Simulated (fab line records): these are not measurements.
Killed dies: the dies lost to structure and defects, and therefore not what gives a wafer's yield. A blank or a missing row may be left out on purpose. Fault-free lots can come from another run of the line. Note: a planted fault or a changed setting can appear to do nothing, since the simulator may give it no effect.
What tool caused it? || flow n5Finfet || 24 lots, 72 wafers sampled, at 3 steps of a route of 1938

WHAT THE GAUGES SHOWED, per wafer
N5_BEOL_M2_CD_MEAS_18: pitch 36 nm, target cd 18 nm. Usual: cdNm at 18.1 nm, with a standard deviation of 0.31.
{"lot": "L074", "measured": "day 6 11:24", "on": "cdSem-02", "cdNm (nm)": "18.4 18.2 18.3", "flag": ""}
{"lot": "L075", "measured": "day 6 20:17", "on": "cdSem-03", "cdNm (nm)": "17.4 18.0 17.7", "flag": ""}
{"lot": "L076", "measured": "day 7 08:20", "on": "cdSem-02", "cdNm (nm)": "18.8 18.6 18.3", "flag": ""}
{"lot": "L077", "measured": "day 7 14:31", "on": "cdSem-01", "cdNm (nm)": "18.0 17.6 18.2", "flag": ""}
{"lot": "L078", "measured": "day 7 14:32", "on": "cdSem-02", "cdNm (nm)": "17.7 17.9 18.0", "flag": ""}
{"lot": "L079", "measured": "day 7 21:29", "on": "cdSem-02", "cdNm (nm)": "18.1 18.8 18.0", "flag": ""}
{"lot": "L080", "measured": "day 8 00:40", "on": "cdSem-02", "cdNm (nm)": "17.9 18.3 18.3", "flag": ""}
{"lot": "L082", "measured": "day 8 10:16", "on": "cdSem-01", "cdNm (nm)": "18.2 17.9 18.1", "flag": ""}
{"lot": "L081", "measured": "day 8 11:39", "on": "cdSem-03", "cdNm (nm)": "18.1 18.0 17.9", "flag": ""}
{"lot": "L083", "measured": "day 8 15:39", "on": "cdSem-03", "cdNm (nm)": "17.9 18.6 18.3", "flag": ""}
{"lot": "L084", "measured": "day 8 18:21", "on": "cdSem-01", "cdNm (nm)": "18.1 18.5 18.0", "flag": ""}
{"lot": "L085", "measured": "day 9 03:43", "on": "cdSem-03", "cdNm (nm)": "17.9 17.9 18.3", "flag": ""}
{"lot": "L087", "measured": "day 10 03:17", "on": "cdSem-02", "cdNm (nm)": "18.2 18.3 17.9", "flag": ""}
{"lot": "L086", "measured": "day 10 04:16", "on": "cdSem-03", "cdNm (nm)": "18.7 18.7 18.3", "flag": ""}
{"lot": "L088", "measured": "day 10 12:15", "on": "cdSem-02", "cdNm (nm)": "17.9 18.0 17.7", "flag": ""}
{"lot": "L090", "measured": "day 10 12:28", "on": "cdSem-02", "cdNm (nm)": "17.8 18.4 17.7", "flag": ""}
{"lot": "L089", "measured": "day 10 16:06", "on": "cdSem-02", "cdNm (nm)": "18.0 18.0 17.6", "flag": ""}
{"lot": "L091", "measured": "day 10 22:37", "on": "cdSem-02", "cdNm (nm)": "18.4 18.1 17.9", "flag": ""}
{"lot": "L092", "measured": "day 10 23:56", "on": "cdSem-03", "cdNm (nm)": "18.2 17.6 17.9", "flag": ""}
{"lot": "L093", "measured": "day 11 04:48", "on": "cdSem-02", "cdNm (nm)": "18.6 18.0 18.0", "flag": ""}
{"lot": "L094", "measured": "day 11 12:14", "on": "cdSem-02", "cdNm (nm)": "17.6 17.4 17.9", "flag": ""}
{"lot": "L095", "measured": "day 11 22:43", "on": "cdSem-03", "cdNm (nm)": "18.5 17.7 18.3", "flag": ""}
{"lot": "L096", "measured": "day 12 01:55", "on": "cdSem-02", "cdNm (nm)": "18.0 17.9 18.5", "flag": ""}
{"lot": "L097", "measured": "day 12 08:06", "on": "cdSem-01", "cdNm (nm)": "18.1 18.3 18.5", "flag": ""}

N5_BEOL_M2_CD_MEAS_35: target cd 18 nm, target cd y 22.2 nm. Usual: cdNm at 18.06 nm, with a standard deviation of 0.29.
{"lot": "L074", "measured": "day 6 13:24", "on": "cdSem-02", "cdNm (nm)": "18.07 17.97 17.84", "flag": ""}
{"lot": "L075", "measured": "day 7 01:14", "on": "cdSem-01", "cdNm (nm)": "17.86 17.76 17.44", "flag": ""}
{"lot": "L076", "measured": "day 7 13:40", "on": "cdSem-03", "cdNm (nm)": "18.59 18.48 18.52", "flag": ""}
{"lot": "L077", "measured": "day 7 19:29", "on": "cdSem-03", "cdNm (nm)": "17.80 18.08 18.20", "flag": ""}
{"lot": "L078", "measured": "day 7 19:35", "on": "cdSem-02", "cdNm (nm)": "17.66 18.11 18.27", "flag": ""}
{"lot": "L079", "measured": "day 8 00:01", "on": "cdSem-02", "cdNm (nm)": "18.00 18.04 18.20", "flag": ""}
{"lot": "L080", "measured": "day 8 03:05", "on": "cdSem-02", "cdNm (nm)": "18.26 18.10 17.94", "flag": ""}
{"lot": "L082", "measured": "day 8 13:10", "on": "cdSem-03", "cdNm (nm)": "18.03 17.96 18.14", "flag": ""}
{"lot": "L081", "measured": "day 8 17:10", "on": "cdSem-01", "cdNm (nm)": "17.67 17.95 17.97", "flag": ""}
{"lot": "L083", "measured": "day 8 17:31", "on": "cdSem-01", "cdNm (nm)": "17.68 18.18 18.07", "flag": ""}
{"lot": "L084", "measured": "day 8 23:48", "on": "cdSem-03", "cdNm (nm)": "18.64 18.17 18.27", "flag": ""}
{"lot": "L085", "measured": "day 9 10:59", "on": "cdSem-01", "cdNm (nm)": "17.77 17.89 18.18", "flag": ""}
{"lot": "L087", "measured": "day 10 05:10", "on": "cdSem-03", "cdNm (nm)": "18.37 18.68 18.24", "flag": ""}
{"lot": "L086", "measured": "day 10 05:53", "on": "cdSem-03", "cdNm (nm)": "17.93 18.28 18.48", "flag": ""}
{"lot": "L088", "measured": "day 10 18:37", "on": "cdSem-03", "cdNm (nm)": "17.67 17.56 17.38", "flag": ""}
{"lot": "L090", "measured": "day 10 18:37", "on": "cdSem-01", "cdNm (nm)": "17.69 17.82 18.20", "flag": ""}
{"lot": "L089", "measured": "day 10 22:18", "on": "cdSem-03", "cdNm (nm)": "18.12 17.90 18.28", "flag": ""}
{"lot": "L091", "measured": "day 11 00:46", "on": "cdSem-01", "cdNm (nm)": "18.14 18.47 17.91", "flag": ""}
{"lot": "L092", "measured": "day 11 10:20", "on": "cdSem-03", "cdNm (nm)": "18.01 17.77 17.85", "flag": ""}
{"lot": "L093", "measured": "day 11 07:15", "on": "cdSem-02", "cdNm (nm)": "18.26 18.31 18.07", "flag": ""}
{"lot": "L094", "measured": "day 11 17:13", "on": "cdSem-03", "cdNm (nm)": "17.39 17.91 17.58", "flag": ""}
{"lot": "L095", "measured": "day 12 04:01", "on": "cdSem-02", "cdNm (nm)": "18.15 17.94 18.11", "flag": ""}
{"lot": "L096", "measured": "day 12 06:43", "on": "cdSem-03", "cdNm (nm)": "17.83 17.97 18.52", "flag": ""}
{"lot": "L097", "measured": "day 12 13:07", "on": "cdSem-01", "cdNm (nm)": "17.79 18.05 18.06", "flag": ""}

EACH LOT AND THE TOOL THAT RAN IT (in order: tool; ch and the chambers of the sampled wafers; start)
{"lot": "L074", "N5_BEOL_M2_TRENCH_ETCH_37": "rieDiel-05 ch 0,1,2, day 6 13:24 or earlier"}
{"lot": "L075", "N5_BEOL_M2_TRENCH_ETCH_37": "rieDiel-01 ch 0,2,3, day 7 01:14 or earlier"}
{"lot": "L076", "N5_BEOL_M2_TRENCH_ETCH_37": "rieDiel-02 ch 1,2,3, day 7 13:40 or earlier"}
{"lot": "L077", "N5_BEOL_M2_TRENCH_ETCH_37": "rieDiel-01 ch 1,3, day 7 19:29 or earlier"}
{"lot": "L078", "N5_BEOL_M2_TRENCH_ETCH_37": "rieDiel-05 ch 0,3, day 7 19:35 or earlier"}
{"lot": "L079", "N5_BEOL_M2_TRENCH_ETCH_37": "rieDiel-01 ch 1,2,3, day 8 00:01 or earlier"}
{"lot": "L080", "N5_BEOL_M2_TRENCH_ETCH_37": "rieDiel-01 ch 1,2,3, day 8 03:05 or earlier"}
{"lot": "L082", "N5_BEOL_M2_TRENCH_ETCH_37": "rieDiel-02 ch 1,2,3, day 8 13:10 or earlier"}
{"lot": "L081", "N5_BEOL_M2_TRENCH_ETCH_37": "rieDiel-01 ch 1,2,3, day 8 17:10 or earlier"}
{"lot": "L083", "N5_BEOL_M2_TRENCH_ETCH_37": "rieDiel-01 ch 0,1,3, day 8 17:31 or earlier"}
{"lot": "L084", "N5_BEOL_M2_TRENCH_ETCH_37": "rieDiel-05 ch 0,1,3, day 8 23:48 or earlier"}
{"lot": "L085", "N5_BEOL_M2_TRENCH_ETCH_37": "rieDiel-02 ch 1,3, day 9 10:59 or earlier"}
{"lot": "L087", "N5_BEOL_M2_TRENCH_ETCH_37": "rieDiel-05 ch 0,1,3, day 10 05:10 or earlier"}
{"lot": "L086", "N5_BEOL_M2_TRENCH_ETCH_37": "rieDiel-01 ch 0,1,3, day 10 05:53 or earlier"}
{"lot": "L088", "N5_BEOL_M2_TRENCH_ETCH_37": "rieDiel-01 ch 0,2,3, day 10 18:37 or earlier"}
{"lot": "L090", "N5_BEOL_M2_TRENCH_ETCH_37": "rieDiel-05 ch 0,2, day 10 18:37 or earlier"}
{"lot": "L089", "N5_BEOL_M2_TRENCH_ETCH_37": "rieDiel-02 ch 0,2, day 10 22:18 or earlier"}
{"lot": "L091", "N5_BEOL_M2_TRENCH_ETCH_37": "rieDiel-02 ch 0,1,2, day 11 00:46 or earlier"}
{"lot": "L092", "N5_BEOL_M2_TRENCH_ETCH_37": "rieDiel-02 ch 0,3, day 11 10:20 or earlier"}
{"lot": "L093", "N5_BEOL_M2_TRENCH_ETCH_37": "rieDiel-01 ch 0,1,2, day 11 07:15 or earlier"}
{"lot": "L094", "N5_BEOL_M2_TRENCH_ETCH_37": "rieDiel-05 ch 1,2, day 11 17:13 or earlier"}
{"lot": "L095", "N5_BEOL_M2_TRENCH_ETCH_37": "rieDiel-02 ch 0,2,3, day 12 04:01 or earlier"}
{"lot": "L096", "N5_BEOL_M2_TRENCH_ETCH_37": "rieDiel-01 ch 1,2,3, day 12 06:43 or earlier"}
{"lot": "L097", "N5_BEOL_M2_TRENCH_ETCH_37": "rieDiel-01 ch 0,1,3, day 12 13:07 or earlier"}
- N5_BEOL_M2_TRENCH_ETCH_37: etches SiOC in C4F6/O2, target depth 55.555 nm, time 29.2 s.

AS READ BY THE TOOLS THEMSELVES (means over the sampled wafers that have a number; for cases with no such wafer, the mark the record gives instead)
N5_BEOL_M2_TRENCH_ETCH_37. Usual: drypumpMotorCurrentA 5.9 A, standard deviation 0.57; oes_ar_750_au 0.81 a.u., standard deviation 0.088; oesProductAu 0.81 a.u., standard deviation 0.091; rfVppV 663 V, standard deviation 5.7; showerheadPlenumPTorr 2.86 Torr, standard deviation 0.095; throttleValvePct 20.93 %, standard deviation 0.19.
{"lot": "L074", "tool": "rieDiel-05", "drypumpMotorCurrentA (A)": 6.4, "oes_ar_750_au (a.u.)": 0.82, "oesProductAu (a.u.)": 0.82, "rfVppV (V)": 662, "showerheadPlenumPTorr (Torr)": 2.88, "throttleValvePct (%)": 20.92, "flag": ""}
{"lot": "L075", "tool": "rieDiel-01", "drypumpMotorCurrentA (A)": 5.8, "oes_ar_750_au (a.u.)": 0.85, "oesProductAu (a.u.)": 0.83, "rfVppV (V)": 659, "showerheadPlenumPTorr (Torr)": 2.84, "throttleValvePct (%)": 20.91, "flag": ""}
{"lot": "L076", "tool": "rieDiel-02", "drypumpMotorCurrentA (A)": 5.4, "oes_ar_750_au (a.u.)": 0.81, "oesProductAu (a.u.)": 0.81, "rfVppV (V)": 663, "showerheadPlenumPTorr (Torr)": 2.83, "throttleValvePct (%)": 20.82, "flag": ""}
{"lot": "L077", "tool": "rieDiel-01", "drypumpMotorCurrentA (A)": 5.8, "oes_ar_750_au (a.u.)": 0.83, "oesProductAu (a.u.)": 0.84, "rfVppV (V)": 666, "showerheadPlenumPTorr (Torr)": 2.88, "throttleValvePct (%)": 21.13, "flag": ""}
{"lot": "L078", "tool": "rieDiel-05", "drypumpMotorCurrentA (A)": 6.2, "oes_ar_750_au (a.u.)": 0.93, "oesProductAu (a.u.)": 0.94, "rfVppV (V)": 672, "showerheadPlenumPTorr (Torr)": 3.01, "throttleValvePct (%)": 20.84, "flag": ""}
{"lot": "L079", "tool": "rieDiel-01", "drypumpMotorCurrentA (A)": 6.1, "oes_ar_750_au (a.u.)": 0.80, "oesProductAu (a.u.)": 0.80, "rfVppV (V)": 664, "showerheadPlenumPTorr (Torr)": 2.87, "throttleValvePct (%)": 21.08, "flag": ""}
{"lot": "L080", "tool": "rieDiel-01", "drypumpMotorCurrentA (A)": 6.1, "oes_ar_750_au (a.u.)": 0.80, "oesProductAu (a.u.)": 0.79, "rfVppV (V)": 664, "showerheadPlenumPTorr (Torr)": 2.87, "throttleValvePct (%)": 21.08, "flag": ""}
{"lot": "L082", "tool": "rieDiel-02", "drypumpMotorCurrentA (A)": 5.4, "oes_ar_750_au (a.u.)": 0.78, "oesProductAu (a.u.)": 0.79, "rfVppV (V)": 663, "showerheadPlenumPTorr (Torr)": 2.82, "throttleValvePct (%)": 20.84, "flag": ""}
{"lot": "L081", "tool": "rieDiel-01", "drypumpMotorCurrentA (A)": 6.1, "oes_ar_750_au (a.u.)": 0.79, "oesProductAu (a.u.)": 0.79, "rfVppV (V)": 664, "showerheadPlenumPTorr (Torr)": 2.87, "throttleValvePct (%)": 21.09, "flag": ""}
{"lot": "L083", "tool": "rieDiel-01", "drypumpMotorCurrentA (A)": 5.5, "oes_ar_750_au (a.u.)": 0.85, "oesProductAu (a.u.)": 0.85, "rfVppV (V)": 662, "showerheadPlenumPTorr (Torr)": 2.85, "throttleValvePct (%)": 20.99, "flag": ""}
{"lot": "L084", "tool": "rieDiel-05", "drypumpMotorCurrentA (A)": 6.4, "oes_ar_750_au (a.u.)": 0.82, "oesProductAu (a.u.)": 0.82, "rfVppV (V)": 665, "showerheadPlenumPTorr (Torr)": 2.91, "throttleValvePct (%)": 20.87, "flag": ""}
{"lot": "L085", "tool": "rieDiel-02", "drypumpMotorCurrentA (A)": 5.6, "oes_ar_750_au (a.u.)": 0.73, "oesProductAu (a.u.)": 0.72, "rfVppV (V)": 666, "showerheadPlenumPTorr (Torr)": 2.87, "throttleValvePct (%)": 20.96, "flag": ""}
{"lot": "L087", "tool": "rieDiel-05", "drypumpMotorCurrentA (A)": 6.4, "oes_ar_750_au (a.u.)": 0.81, "oesProductAu (a.u.)": 0.80, "rfVppV (V)": 665, "showerheadPlenumPTorr (Torr)": 2.90, "throttleValvePct (%)": 20.90, "flag": ""}
{"lot": "L086", "tool": "rieDiel-01", "drypumpMotorCurrentA (A)": 5.5, "oes_ar_750_au (a.u.)": 0.84, "oesProductAu (a.u.)": 0.83, "rfVppV (V)": 662, "showerheadPlenumPTorr (Torr)": 2.84, "throttleValvePct (%)": 21.01, "flag": ""}
{"lot": "L088", "tool": "rieDiel-01", "drypumpMotorCurrentA (A)": 5.8, "oes_ar_750_au (a.u.)": 0.80, "oesProductAu (a.u.)": 0.78, "rfVppV (V)": 659, "showerheadPlenumPTorr (Torr)": 2.83, "throttleValvePct (%)": 20.96, "flag": ""}
{"lot": "L090", "tool": "rieDiel-05", "drypumpMotorCurrentA (A)": 6.3, "oes_ar_750_au (a.u.)": 0.81, "oesProductAu (a.u.)": 0.80, "rfVppV (V)": 668, "showerheadPlenumPTorr (Torr)": 2.96, "throttleValvePct (%)": 20.94, "flag": ""}
{"lot": "L089", "tool": "rieDiel-02", "drypumpMotorCurrentA (A)": 5.7, "oes_ar_750_au (a.u.)": 0.92, "oesProductAu (a.u.)": 0.92, "rfVppV (V)": 662, "showerheadPlenumPTorr (Torr)": 2.94, "throttleValvePct (%)": 20.57, "flag": ""}
{"lot": "L091", "tool": "rieDiel-02", "drypumpMotorCurrentA (A)": 5.5, "oes_ar_750_au (a.u.)": 0.84, "oesProductAu (a.u.)": 0.84, "rfVppV (V)": 663, "showerheadPlenumPTorr (Torr)": 2.84, "throttleValvePct (%)": 20.71, "flag": ""}
{"lot": "L092", "tool": "rieDiel-02", "drypumpMotorCurrentA (A)": 5.8, "oes_ar_750_au (a.u.)": 0.79, "oesProductAu (a.u.)": 0.79, "rfVppV (V)": 664, "showerheadPlenumPTorr (Torr)": 2.96, "throttleValvePct (%)": 20.84, "flag": ""}
{"lot": "L093", "tool": "rieDiel-01", "drypumpMotorCurrentA (A)": 6.0, "oes_ar_750_au (a.u.)": 0.83, "oesProductAu (a.u.)": 0.82, "rfVppV (V)": 660, "showerheadPlenumPTorr (Torr)": 2.84, "throttleValvePct (%)": 20.95, "flag": ""}
{"lot": "L094", "tool": "rieDiel-05", "drypumpMotorCurrentA (A)": 6.1, "oes_ar_750_au (a.u.)": 0.79, "oesProductAu (a.u.)": 0.78, "rfVppV (V)": 661, "showerheadPlenumPTorr (Torr)": 2.83, "throttleValvePct (%)": 21.07, "flag": ""}
{"lot": "L095", "tool": "rieDiel-02", "drypumpMotorCurrentA (A)": 5.6, "oes_ar_750_au (a.u.)": 0.83, "oesProductAu (a.u.)": 0.84, "rfVppV (V)": 662, "showerheadPlenumPTorr (Torr)": 2.91, "throttleValvePct (%)": 20.75, "flag": ""}
{"lot": "L096", "tool": "rieDiel-01", "drypumpMotorCurrentA (A)": 6.1, "oes_ar_750_au (a.u.)": 0.77, "oesProductAu (a.u.)": 0.75, "rfVppV (V)": 663, "showerheadPlenumPTorr (Torr)": 2.85, "throttleValvePct (%)": 21.13, "flag": ""}
{"lot": "L097", "tool": "rieDiel-01", "drypumpMotorCurrentA (A)": 5.5, "oes_ar_750_au (a.u.)": 0.81, "oesProductAu (a.u.)": 0.81, "rfVppV (V)": 662, "showerheadPlenumPTorr (Torr)": 2.83, "throttleValvePct (%)": 21.04, "flag": ""}

THE ANSWER, worked out from the rows above alone
Rule: a lot counts as off when the mean over its wafers that have a number is more than 3 standard deviations away from the usual mean. Also off: a lot with no number at a reading for which 4 or more lots have one. Any other lot the step has rows for is counted as sound. After the gauges, taken in route order, come the tools' own readings; for these a lot's mean is taken, as printed above. The first step at which some lot is off is used, and at that step the reading that is off furthest; a lot without a number counts as furthest.
Nothing can be told from this: no lot is off at any reading shown.

WHAT THE SIMULATOR HAD PUT IN
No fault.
